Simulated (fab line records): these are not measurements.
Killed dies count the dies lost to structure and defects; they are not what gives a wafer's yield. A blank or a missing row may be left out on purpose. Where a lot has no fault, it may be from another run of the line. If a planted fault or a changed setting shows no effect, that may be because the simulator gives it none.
Matching of chambers :: flow nandHarc :: rieDiel-13 running NHARC_A_CONTACT_DESCUM_74: 4 sister chambers
The step chemistry O2, time 3 s. 16 wafers are shown with their chamber, then 8 later ones without.

WAFERS, EACH WITH ITS CHAMBER
wafer: L089.1
chamber: 2
showerheadPlenumPTorr (Torr): 1.80
drypumpMotorCurrentA (A): 5.9
oesProductAu (a.u.): 0.992

wafer: L089.2
chamber: 0
showerheadPlenumPTorr (Torr): 2.03
drypumpMotorCurrentA (A): 6.5
oesProductAu (a.u.): 1.002

wafer: L089.3
chamber: 1
showerheadPlenumPTorr (Torr): 1.78
drypumpMotorCurrentA (A): 5.2
oesProductAu (a.u.): 0.991

wafer: L089.4
chamber: 3
showerheadPlenumPTorr (Torr): 1.81
drypumpMotorCurrentA (A): 5.1
oesProductAu (a.u.): 0.994

wafer: L089.5
chamber: 2
showerheadPlenumPTorr (Torr): 1.80
drypumpMotorCurrentA (A): 5.9
oesProductAu (a.u.): 0.981

wafer: L089.6
chamber: 1
showerheadPlenumPTorr (Torr): 1.78
drypumpMotorCurrentA (A): 5.2
oesProductAu (a.u.): 0.992

wafer: L093.1
chamber: 3
showerheadPlenumPTorr (Torr): 1.81
drypumpMotorCurrentA (A): 5.1
oesProductAu (a.u.): 1.004

wafer: L093.2
chamber: 2
showerheadPlenumPTorr (Torr): 1.80
drypumpMotorCurrentA (A): 5.9
oesProductAu (a.u.): 0.988

wafer: L093.3
chamber: 1
showerheadPlenumPTorr (Torr): 1.78
drypumpMotorCurrentA (A): 5.2
oesProductAu (a.u.): 0.990

wafer: L093.4
chamber: 0
showerheadPlenumPTorr (Torr): 2.02
drypumpMotorCurrentA (A): 6.5
oesProductAu (a.u.): 0.999

wafer: L093.5
chamber: 3
showerheadPlenumPTorr (Torr): 1.81
drypumpMotorCurrentA (A): 5.1
oesProductAu (a.u.): 0.993

wafer: L093.6
chamber: 0
showerheadPlenumPTorr (Torr): 2.02
drypumpMotorCurrentA (A): 6.5
oesProductAu (a.u.): 1.010

wafer: L094.1
chamber: 0
showerheadPlenumPTorr (Torr): 2.02
drypumpMotorCurrentA (A): 6.5
oesProductAu (a.u.): 1.002

wafer: L094.2
chamber: 3
showerheadPlenumPTorr (Torr): 1.81
drypumpMotorCurrentA (A): 5.1
oesProductAu (a.u.): 1.002

wafer: L094.3
chamber: 1
showerheadPlenumPTorr (Torr): 1.78
drypumpMotorCurrentA (A): 5.1
oesProductAu (a.u.): 0.984

wafer: L094.4
chamber: 2
showerheadPlenumPTorr (Torr): 1.80
drypumpMotorCurrentA (A): 5.9
oesProductAu (a.u.): 0.988

SIGNATURES (averages over the wafers above)
reading: showerheadPlenumPTorr
chamber 0: 2.0225
chamber 1: 1.7800
chamber 2: 1.8000
chamber 3: 1.8100
scatter within a chamber: 0.0025

reading: drypumpMotorCurrentA
chamber 0: 6.500
chamber 1: 5.175
chamber 2: 5.900
chamber 3: 5.100
scatter within a chamber: 0.025

reading: oesProductAu
chamber 0: 1.00325
chamber 1: 0.98925
chamber 2: 0.98725
chamber 3: 0.99825
scatter within a chamber: 0.00466
Rule: a wafer's distance from a chamber is the root of the sum, over the readings, of the square of ((its reading less the chamber's mean) divided by the reading's scatter). The wafer belongs to the nearest chamber; if the next one is less than 2 further off, it can't be placed. How the scatter is found: for the shown wafers, subtract from each reading the mean of its chamber, square and add these, divide the total by (wafers less chambers), then take the root.

WAFERS WHOSE CHAMBER IS MISSING
wafer: L094.5
showerheadPlenumPTorr (Torr): 1.80
drypumpMotorCurrentA (A): 5.9
oesProductAu (a.u.): 0.991

wafer: L094.6
showerheadPlenumPTorr (Torr): 1.78
drypumpMotorCurrentA (A): 5.2
oesProductAu (a.u.): 0.985

wafer: L095.1
showerheadPlenumPTorr (Torr): 1.80
drypumpMotorCurrentA (A): 5.9
oesProductAu (a.u.): 0.993

wafer: L095.2
showerheadPlenumPTorr (Torr): 1.78
drypumpMotorCurrentA (A): 5.2
oesProductAu (a.u.): 0.978

wafer: L095.3
showerheadPlenumPTorr (Torr): 1.80
drypumpMotorCurrentA (A): 5.1
oesProductAu (a.u.): 0.995

wafer: L095.4
showerheadPlenumPTorr (Torr): 2.02
drypumpMotorCurrentA (A): 6.5
oesProductAu (a.u.): 1.009

wafer: L095.5
showerheadPlenumPTorr (Torr): 1.80
drypumpMotorCurrentA (A): 5.9
oesProductAu (a.u.): 0.989

wafer: L095.6
showerheadPlenumPTorr (Torr): 1.80
drypumpMotorCurrentA (A): 5.2
oesProductAu (a.u.): 1.000

CHAMBER TAKEN BY EACH
wafer: L094.5
from the rows above: 2
in truth: 2

wafer: L094.6
from the rows above: 1
in truth: 1

wafer: L095.1
from the rows above: 2
in truth: 2

wafer: L095.2
from the rows above: 1
in truth: 1

wafer: L095.3
from the rows above: 3
in truth: 3

wafer: L095.4
from the rows above: 0
in truth: 0

wafer: L095.5
from the rows above: 2
in truth: 2

wafer: L095.6
from the rows above: 3
in truth: 3
8 of 8 placed correctly. Left unplaced by these rows: 0. Placed wrongly: 0.
